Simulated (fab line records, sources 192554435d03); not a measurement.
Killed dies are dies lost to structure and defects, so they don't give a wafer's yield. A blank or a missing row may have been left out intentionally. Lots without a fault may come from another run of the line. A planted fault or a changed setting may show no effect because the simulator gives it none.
fab line records ; flow n5Finfet
record: lots: 7; wafers: 18; lastDay: 18
route steps=1938 shown BEOL_M8@1357 PASSIVATION@1936
lots untouched by any fault: they come from a run of this same line in which no faults occurred
startH: start of the lot's first displayed wafer, in hours after the record's first day ; waitH: how many hours have passed since the lot's step before this one ; " as in the row above ; L1.1+2: a row that stands for several wafers ; - no value, or no start given ; * or withheld: withheld ; < > ~ a bound
route shown NAME@n: NAME is a module with steps in the file, n the number in the route of the first one ; usual: mean/standard deviation of fault-free wafers ; same: alike in all rows ; chamber/n: place in a boat ; sites: readings site by site ; _std_site: standard deviation across them ; _edge_site: mean of outer sites minus mean of inner sites ; radiusMm: for every site, how far away it sits from the centre of the wafer ; mask NAME#n: copy n ; behind: the tool/chamber that last shaped the wafer ; hold: why the lot was held/for how many hours/how that ended ; device: whichever transistor did not switch (one of n, p or np) ; end of line: tests run on the same wafers once the route is complete ; a step with no rows: only its recipe ; killed: the dies lost at the first sort to structure and to defects; this is not the yield of the wafer ; map: the dies of a wafer, with x for killed, . for not killed, _ for no die there
set.NAME: the setting as run; set.NAME@STEP: as run at that earlier step ; model.NAME: the simulator's own value behind a step, which no gauge read
lots seen at some steps along the route; tables by step, rows by wafer
services: the hour from which a tool's chamber was out of use, counted from the record's first day as startH (under 0 if before that day), plus the number of hours and why
== steps ==
step: N5_BEOL_M8_COAT_64
recipe: resist: SiARC; tempC: 220; timeS: 60; spinRpm: 1500; resistThkNm: 12
step: N5_BEOL_M8_COAT_71
recipe: resist: underlayer; tempC: 205; timeS: 60; spinRpm: 1500; resistThkNm: 5
step: N5_BEOL_M8_COAT_22
recipe: resist: CAR-EUV; spinRpm: 1500; resistThkNm: 30
step: N5_BEOL_M8_EBR_24
recipe: solvent: PGMEA; ebrWidthMm: 1.5
step: N5_BEOL_M8_SOFTBAKE_23
recipe: tempC: 110; timeS: 60; resist: CAR-EUV
step: N5_BEOL_M8_EXPOSE_25
recipe: maskId: V7; na: 0.33; sourceShape: annular; sigmaInner: 0.4; sigmaOuter: 0.8; polarization: unpolarized; targetCdNm: 40; doseMj: 42.5
step: N5_BEOL_M8_PEB_26
recipe: pebTempC: 100; pebTimeS: 60; resist: CAR-EUV
step: N5_BEOL_M8_DEVELOP_27
recipe: developTimeS: 30; developer: TMAH; resist: CAR-EUV; rinseLiquid: surfactantRinse; dry: airSpin; devTempC: 23
step: N5_BEOL_M8_CD_MEAS_28
recipe: targetCdNm: 40; landingEnergyEv: 500; detector: seInlens
usual: cdNm: 39.97/0.24
lot.wafer;tool;chamber;startH;waitH;cdNm
L882.1;cdSem-03;0;254.78;-;40.06
L882.2;cdSem-03;0;254.78;-;40.06
L882.6;cdSem-03;0;254.78;-;40.21
L885.1;cdSem-03;0;254.83;-;39.89
L885.4;cdSem-03;0;254.83;-;39.94
L885.6;cdSem-03;0;254.83;-;39.85
L878.2;cdSem-02;0;255.02;-;39.71
L878.3;cdSem-02;0;255.02;-;39.99
L878.4;cdSem-02;0;255.02;-;39.83
L898.3;cdSem-01;0;354.06;-;39.89
L898.4;cdSem-01;0;354.06;-;39.87
L899.1;cdSem-01;0;356.07;-;39.95
L899.5;cdSem-01;0;356.07;-;40.00
L900.1;cdSem-02;0;364.68;-;40.06
L900.5;cdSem-02;0;364.68;-;39.81
L901.1;cdSem-02;0;364.86;-;40.50
L901.3;cdSem-02;0;364.86;-;39.84
L901.6;cdSem-02;0;364.86;-;40.15
step: N5_BEOL_M8_OVL_MEAS_29
recipe: pointsPerWafer: 522
usual: V7_OVL: 0.1/0.78
lot.wafer;tool;chamber;startH;waitH;V7_OVL[nm]
L882.1;overlay-01;0;254.81;0.0;1.0
L882.2;overlay-01;0;254.81;0.0;0.0
L882.6;overlay-01;0;254.81;0.0;1.0
L885.1;overlay-02;0;254.86;0.0;0.7
L885.4;overlay-02;0;254.86;0.0;0.8
L885.6;overlay-02;0;254.86;0.0;0.3
L878.2;overlay-02;0;255.06;0.0;0.6
L878.3;overlay-02;0;255.06;0.0;0.7
L878.4;overlay-02;0;255.06;0.0;0.7
L898.3;overlay-01;0;354.10;0.0;-0.7
L898.4;overlay-01;0;354.10;0.0;-0.4
L899.1;overlay-02;0;356.10;0.0;-0.6
L899.5;overlay-02;0;356.10;0.0;-1.0
L900.1;overlay-02;0;364.71;0.0;0.3
L900.5;overlay-02;0;364.71;0.0;-0.4
L901.1;overlay-02;0;364.89;0.0;0.6
L901.3;overlay-02;0;364.89;0.0;0.3
L901.6;overlay-02;0;364.89;0.0;0.8
step: N5_BEOL_M8_INSPECT_30
recipe: mode: adi; inspectInstrument: brightfield
usual: rawDefectCount: 425/100
lot.wafer;tool;chamber;startH;waitH;rawDefectCount
L882.1;defectInspect-01;-;254.87;0.1;450
L882.2;defectInspect-01;-;254.87;0.1;439
L882.6;defectInspect-01;-;254.87;0.1;485
L885.1;defectInspect-01;-;254.91;0.1;351
L885.4;defectInspect-01;-;254.91;0.1;386
L885.6;defectInspect-01;-;254.91;0.1;413
L878.2;defectInspect-01;-;255.11;0.0;395
L878.3;defectInspect-01;-;255.11;0.0;350
L878.4;defectInspect-01;-;255.11;0.0;237
L898.3;defectInspect-01;-;354.14;0.0;279
L898.4;defectInspect-01;-;354.14;0.0;316
L899.1;defectInspect-02;-;356.16;0.1;526
L899.5;defectInspect-02;-;356.16;0.1;534
L900.1;defectInspect-01;-;364.77;0.1;311
L900.5;defectInspect-01;-;364.77;0.1;259
L901.1;defectInspect-02;-;364.94;0.1;313
L901.3;defectInspect-02;-;364.94;0.1;436
L901.6;defectInspect-02;-;364.94;0.1;477
step: N5_BEOL_M8_DESCUM_33
recipe: chemistry: O2; timeS: 7; sourcePowerW: 50; biasPowerW: 20; pressureMtorr: 20; rfFrequencyHz: 2.712e+07; tempC: 40; resist: CAR-EUV; o2FlowSccm: 225
usual: drypumpMotorCurrentA: 5.5/0.49; oesProductAu: 0.77/0.066; rfVppV: 243.8/1.2; showerheadPlenumPTorr: 2.13/0.06; throttleValvePct: 20.56/0.2
lot.wafer;tool;chamber;startH;waitH;drypumpMotorCurrentA;oesProductAu;rfHoursCounterH;rfVppV;showerheadPlenumPTorr;throttleValvePct
L882.1;rieDiel-01;1;255.03;0.2;5.2;0.83;71;243.9;2.14;20.52
L882.2;rieDiel-01;0;255.03;0.2;6.4;0.78;117;242.7;2.10;20.19
L882.6;rieDiel-01;1;255.03;0.2;5.3;0.84;-;244.8;2.14;20.51
L885.1;rieDiel-03;2;255.22;0.3;5.3;0.73;149;242.6;2.11;20.95
L885.4;rieDiel-03;1;255.22;0.3;5.2;0.77;144;242.7;2.11;20.56
L885.6;rieDiel-03;3;255.22;0.3;6.3;0.98;-;245.9;2.25;20.49
L878.2;rieDiel-01;1;255.43;0.3;5.2;0.84;71;243.0;2.14;20.53
L878.3;rieDiel-01;0;255.43;0.3;6.4;0.79;117;244.1;2.10;20.19
L878.4;rieDiel-01;2;255.43;0.3;5.0;0.71;202;244.6;2.18;20.81
L898.3;rieDiel-01;1;354.34;0.2;5.2;0.80;105;244.1;2.12;20.58
L898.4;rieDiel-01;2;354.34;0.2;5.0;0.68;238;243.7;2.17;20.87
L899.1;rieDiel-01;2;356.20;0.0;5.0;0.69;238;244.4;2.17;20.88
L899.5;rieDiel-01;0;356.20;0.0;6.3;0.77;-;243.4;2.08;20.24
L900.1;rieDiel-01;1;364.80;0.0;5.2;0.80;108;243.7;2.12;20.58
L900.5;rieDiel-01;2;364.80;0.0;4.9;0.68;-;243.5;2.17;20.87
L901.1;rieDiel-05;1;364.98;0.0;5.6;0.78;134;241.7;2.02;20.52
L901.3;rieDiel-05;2;364.98;0.0;5.6;0.79;119;244.5;2.19;20.49
L901.6;rieDiel-05;0;364.98;0.0;6.2;0.78;-;241.5;2.03;20.87
step: N5_BEOL_M8_ETCH_72
recipe: chemistry: N2/H2; target: underlayer; targetDepthA: 65; maskMaterial: CAR-EUV; timeS: 5.2; ionEnergyEv: 200; pressureMtorr: 30; sourceW: 840; biasW: 150; n2FlowSccm: 200; h2FlowSccm: 200; ends: cleared
usual: drypumpMotorCurrentA: 5.5/0.5; etchRfOnTimeS: 5.17/0.14; oesProductAu: 0.66/0.054; rfVppV: 525.2/2.3; showerheadPlenumPTorr: 2.59/0.074; throttleValvePct: 17.97/0.093
lot.wafer;tool;chamber;startH;waitH;drypumpMotorCurrentA;etchRfOnTimeS;oesProductAu;rfHoursCounterH;rfVppV;showerheadPlenumPTorr;throttleValvePct
L882.1;rieDiel-01;1;255.07;0.0;5.2;5.14;0.70;71;526.5;2.58;17.81
L882.2;rieDiel-01;0;255.07;0.0;6.3;5.36;0.66;117;521.9;2.57;17.85
L882.6;rieDiel-01;1;255.07;0.0;5.2;5.18;0.70;-;524.9;2.58;17.79
L885.1;rieDiel-03;2;255.26;0.0;5.3;5.32;0.63;149;525.4;2.53;18.11
L885.4;rieDiel-03;1;255.26;0.0;5.2;5.32;0.66;144;521.6;2.56;18.01
L885.6;rieDiel-03;3;255.26;0.0;6.3;5.06;0.84;-;529.0;2.73;17.81
L878.2;rieDiel-01;1;255.47;0.0;5.3;5.17;0.72;71;524.5;2.58;17.79
L878.3;rieDiel-01;0;255.47;0.0;6.4;5.32;0.66;117;523.0;2.57;17.85
L878.4;rieDiel-01;2;255.47;0.0;5.0;5.16;0.60;202;526.9;2.61;18.01
L898.3;rieDiel-01;1;354.37;0.0;5.2;3.30;0.88;105;523.3;2.56;17.90
L898.4;rieDiel-01;2;354.37;0.0;4.9;5.24;0.58;238;525.4;2.59;18.06
L899.1;rieDiel-01;2;356.23;0.0;4.9;5.22;0.58;238;525.8;2.59;18.07
L899.5;rieDiel-01;0;356.23;0.0;6.4;3.37;0.84;-;521.2;2.56;17.96
L900.1;rieDiel-01;1;364.84;0.0;5.3;5.18;0.68;108;524.2;2.56;17.87
L900.5;rieDiel-01;2;364.84;0.0;4.9;3.27;0.77;-;525.3;2.59;18.15
L901.1;rieDiel-05;1;365.01;0.0;5.7;5.08;0.67;134;523.1;2.46;18.10
L901.3;rieDiel-05;2;365.01;0.0;5.6;4.93;0.69;119;526.6;2.68;18.04
L901.6;rieDiel-05;0;365.01;0.0;6.2;5.39;0.64;-;522.0;2.44;18.06
step: N5_BEOL_M8_ETCH_65
recipe: chemistry: CF4; target: SiARC; targetDepthA: 156; maskMaterial: CAR-EUV; timeS: 26; ionEnergyEv: 80; pressureMtorr: 40; sourceW: 545; biasW: 36; Ar_flow_sccm: 100; cf4FlowSccm: 100; ends: cleared
usual: cf4FlowSccm: 100.04/0.29; drypumpMotorCurrentA: 5.5/0.49; etchRfOnTimeS: 25.9/0.69; mfcArSccm: 100.0/0.31; oesProductAu: 0.66/0.056; rfVppV: 184.6/1.1; showerheadPlenumPTorr: 2.18/0.064; throttleValvePct: 15.70/0.17
lot.wafer;tool;chamber;startH;waitH;cf4FlowSccm;drypumpMotorCurrentA;etchRfOnTimeS;mfcArSccm;oesProductAu;rfHoursCounterH;rfVppV;showerheadPlenumPTorr;throttleValvePct
L882.1;rieDiel-01;1;255.08;0.0;99.93;5.2;25.8;99.7;0.70;71;183.9;2.16;15.49
L882.2;rieDiel-01;0;255.08;0.0;100.21;6.3;26.6;99.1;0.67;117;184.0;2.15;15.45
L882.6;rieDiel-01;1;255.08;0.0;100.00;5.2;25.7;100.3;0.71;-;182.9;2.16;15.48
L885.1;rieDiel-03;2;255.28;0.0;99.69;5.3;26.7;100.4;0.63;149;185.0;2.15;16.00
L885.4;rieDiel-03;1;255.28;0.0;99.89;5.2;26.5;100.0;0.66;144;182.2;2.14;15.64
L885.6;rieDiel-03;3;255.28;0.0;100.14;6.3;25.1;100.0;0.84;-;186.1;2.30;15.59
L878.2;rieDiel-01;1;255.48;0.0;100.06;5.2;25.6;100.0;0.71;71;183.3;2.16;15.49
L878.3;rieDiel-01;0;255.48;0.0;99.81;6.4;26.5;100.2;0.66;117;183.9;2.15;15.44
L878.4;rieDiel-01;2;255.48;0.0;100.49;4.9;25.7;99.9;0.61;202;184.5;2.21;15.94
L898.3;rieDiel-01;1;354.39;0.0;99.89;5.2;26.1;100.4;0.68;105;185.6;2.14;15.56
L898.4;rieDiel-01;2;354.39;0.0;99.67;5.0;26.4;100.0;0.58;238;185.0;2.19;16.02
L899.1;rieDiel-01;2;356.25;0.0;99.80;4.9;26.1;100.2;0.59;238;185.1;2.19;16.02
L899.5;rieDiel-01;0;356.25;0.0;100.40;6.4;26.6;100.0;0.64;-;184.0;2.14;15.53
L900.1;rieDiel-01;1;364.85;0.0;99.85;5.2;25.7;99.9;0.67;108;183.7;2.14;15.56
L900.5;rieDiel-01;2;364.85;0.0;100.05;5.0;25.8;100.0;0.59;-;185.9;2.19;16.02
L901.1;rieDiel-05;1;365.03;0.0;99.97;5.7;25.2;100.0;0.68;134;184.6;2.05;15.61
L901.3;rieDiel-05;2;365.03;0.0;100.54;5.6;24.8;100.0;0.68;119;183.9;2.24;15.71
L901.6;rieDiel-05;0;365.03;0.0;99.99;6.2;26.5;100.1;0.65;-;183.2;2.06;15.86
step: N5_PASSIVATION_PROBE_49
usual: defectLimitedYield: 91.7/1.5; killed_at_M0_to_M3: 32/10; killed_at_M4_up: 14/5.3; killedAtContacts: 13/5.7; killedAtFrontEnd: 37/10; killedAtOther: 3.3/2.5; killedDies: 98/18; killedOpen: 65/13; killedShort: 31/7.5; sort_bin_5_function: 4.9/0.91; sort_bin_6_memory: 3.1/0.71; sortNPass: 1082/18; sortYieldPct: 91.7/1.5
same: grossDies: 1180; killedAtBackSide: 0; sort_bin_4_leakage[%]: 0; sort_bin_8_speed[%]: 0
lot.wafer;tool;chamber;startH;waitH;defectLimitedYield[%];killed_at_M0_to_M3;killed_at_M4_up;killedAtContacts;killedAtFrontEnd;killedAtOther;killedDies;killedOpen;killedShort;sort_bin_5_function[%];sort_bin_6_memory[%];sortNPass;sortYieldPct[%]
L885.1;prober-02;-;331.59;0.0;92.0;49;7;14;22;2;94;58;36;4.4;3.1;1086;92.0
L885.4;prober-02;-;331.74;0.2;91.4;39;12;15;35;1;102;69;29;5.7;2.6;1078;91.4
L885.6;prober-02;-;331.84;0.3;90.7;47;18;8;33;4;110;71;31;4.8;3.4;1070;90.7
L878.2;prober-01;-;331.82;0.1;89.2;18;18;17;74;1;128;88;36;6.5;3.8;1052;89.2
L878.3;prober-01;-;331.87;0.1;91.7;41;16;10;30;1;98;66;31;4.8;3.3;1082;91.7
L878.4;prober-01;-;331.92;0.2;92.3;20;21;16;33;1;91;54;32;4.9;2.2;1089;92.3
L898.3;prober-02;-;428.87;0.2;93.9;28;10;8;24;2;72;52;20;3.7;2.2;1108;93.9
L898.4;prober-02;-;428.92;0.3;93.0;37;8;4;31;3;83;53;27;3.9;2.9;1097;93.0
L901.1;prober-01;-;432.63;0.0;94.1;22;7;9;32;0;70;38;32;3.6;1.9;1110;94.1
L901.3;prober-01;-;432.73;0.1;92.7;22;13;23;27;1;86;61;25;4.2;2.9;1094;92.7
L901.6;prober-01;-;432.88;0.3;91.9;19;27;18;28;3;95;69;23;4.7;3.2;1085;91.9
L900.1;prober-02;-;434.58;0.0;89.7;33;25;11;44;8;121;83;38;5.8;4.0;1059;89.7
L900.5;prober-02;-;434.78;0.2;90.3;23;18;15;58;1;115;78;37;5.6;3.8;1065;90.3
killed by level:class
L885.1 BEOL_M3:geometricParticle:open=15 MOL_CONTACT_COAG:geometricParticle:open=9 BEOL_M1:geometricParticle:open=8 BEOL_M2:geometricParticle:short=7 STI_FIN_REVEAL:geometricParticle:open=6 BEOL_M0_SAQP:geometricParticle:short=6 MOL_CONTACT_COAG:geometricParticle:short=5 BEOL_M1:geometricParticle:short=4
L885.4 BEOL_M0_SAQP:geometricParticle:open=13 STI_FIN_REVEAL:geometricParticle:open=12 MOL_CONTACT_COAG:geometricParticle:open=12 BEOL_M3:geometricParticle:open=9 BEOL_M0_SAQP:geometricParticle:short=8 BEOL_M4:geometricParticle:open=5 GATE_CUT:geometricParticle:open=4 FIN_SAQP:geometricParticle:open=3
L878.2 STI_FIN_REVEAL:geometricParticle:open=28 MOL_CONTACT_COAG:geometricParticle:open=13 FIN_SAQP:geometricParticle:open=11 DUMMY_GATE:geometricParticle:open=11 FIN_SAQP:geometricParticle:short=9 STI_FIN_REVEAL:geometricParticle:short=7 BEOL_M4:geometricParticle:open=7 MOL_CONTACT_COAG:geometricParticle:short=4
L885.6 BEOL_M0_SAQP:geometricParticle:short=10 BEOL_M0_SAQP:geometricParticle:open=10 STI_FIN_REVEAL:geometricParticle:open=7 MOL_CONTACT_COAG:geometricParticle:open=7 HKMG_FIN:areaEtch=7 BEOL_M3:geometricParticle:open=6 DUMMY_GATE:geometricParticle:open=6 BEOL_M1:geometricParticle:open=6
L878.3 BEOL_M0_SAQP:geometricParticle:open=13 BEOL_M1:geometricParticle:open=10 BEOL_M4:geometricParticle:open=9 FIN_SAQP:geometricParticle:open=7 DUMMY_GATE:geometricParticle:open=7 MOL_CONTACT_COAG:geometricParticle:open=7 BEOL_M0_SAQP:geometricParticle:short=7 DUMMY_GATE:geometricParticle:short=4
L878.4 MOL_CONTACT_COAG:geometricParticle:open=11 BEOL_M4:geometricParticle:open=10 STI_FIN_REVEAL:geometricParticle:open=6 STI_FIN_REVEAL:geometricParticle:short=5 MOL_CONTACT_COAG:geometricParticle:short=5 HKMG_FIN:areaEtch=5 BEOL_M0_SAQP:geometricParticle:short=4 BEOL_M0_SAQP:geometricParticle:open=4
L898.3 BEOL_M2:geometricParticle:open=15 MOL_CONTACT_COAG:geometricParticle:open=6 STI_FIN_REVEAL:geometricParticle:open=4 BEOL_M0_SAQP:geometricParticle:short=4 BEOL_M0:geometricParticle:open=4 STARTING-WAFER:geometricParticle:open=4 STARTING-WAFER:geometricParticle:short=4 BEOL_M8:geometricParticle:open=3
L898.4 BEOL_M0_SAQP:geometricParticle:open=9 BEOL_M1:geometricParticle:open=7 DUMMY_GATE:geometricParticle:open=6 GATE_CUT:geometricParticle:short=6 BEOL_M0_SAQP:geometricParticle:short=6 BEOL_M2:geometricParticle:open=5 MOL_CONTACT_COAG:geometricParticle:open=4 BEOL_M3:geometricParticle:open=4
L901.1 MOL_CONTACT_COAG:geometricParticle:open=7 STARTING-WAFER:geometricParticle:short=7 DUMMY_GATE:geometricParticle:open=6 BEOL_M4:geometricParticle:open=5 ILD0:geometricParticle:short=5 BEOL_M0_SAQP:geometricParticle:short=5 BEOL_M1:geometricParticle:short=5 FIN_SAQP:geometricParticle:open=4
L901.3 MOL_CONTACT_COAG:geometricParticle:open=18 BEOL_M3:geometricParticle:open=8 BEOL_M0_SAQP:geometricParticle:open=6 DUMMY_GATE:geometricParticle:open=5 MOL_CONTACT_COAG:geometricParticle:short=5 BEOL_M4:geometricParticle:open=5 ILD0:geometricParticle:open=4 FIN_SAQP:geometricParticle:short=3
L901.6 MOL_CONTACT_COAG:geometricParticle:open=15 BEOL_M4:geometricParticle:open=15 BEOL_M3:geometricParticle:open=8 STI_FIN_REVEAL:geometricParticle:open=5 DUMMY_GATE:geometricParticle:open=4 BEOL_M4:geometricParticle:short=4 BEOL_M0_SAQP:geometricParticle:open=4 MOL_CONTACT_COAG:geometricParticle:short=3
L900.1 FIN_SAQP:geometricParticle:open=21 BEOL_M0_SAQP:geometricParticle:open=11 BEOL_M0_SAQP:geometricParticle:short=10 BEOL_M5:geometricParticle:open=10 MOL_CONTACT_COAG:geometricParticle:open=7 BEOL_M2:geometricParticle:open=7 FIN_SAQP:geometricParticle:short=6 GATE_CUT:geometricParticle:short=6
L900.5 FIN_SAQP:geometricParticle:open=18 MOL_CONTACT_COAG:geometricParticle:open=13 STI_FIN_REVEAL:geometricParticle:open=9 FIN_SAQP:geometricParticle:short=8 GATE_CUT:geometricParticle:short=7 BEOL_M4:geometricParticle:short=6 BEOL_M0_SAQP:geometricParticle:open=6 BEOL_M2:geometricParticle:open=5
== services ==
tool;chamber;startH;hours;kind
rieDiel-01;-;238.12;15.6;pm
rieDiel-01;1;263.76;3.0;repair
rieDiel-05;1;270.84;14.1;repair
rieDiel-01;-;322.39;0.2;repair
rieDiel-03;1;336.08;13.1;repair
== key ==
firstSign: step: N5_BEOL_M8_ETCH_72; reading: etchRfOnTimeS; direction: down; sigmas: 14; usual: *; struck: *
effect: step: N5_BEOL_M8_ETCH_72; reading: oesProductAu; direction: up; sigmas: 3.2; usual: 0.66; struck: 0.83
metAt N5_BEOL_M8_ETCH_72
struckWafers L898.3,L899.5,L900.5
onsetBetween 255.47 354.37
fault: kind: processParameterDrift; tool: rieDiel-01; chamber: -; onsetH: 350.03; steps: N5_BEOL_M8_ETCH_72; channel: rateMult; offset: 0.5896; shape: step; endH: 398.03; scope: struckWafersOnly
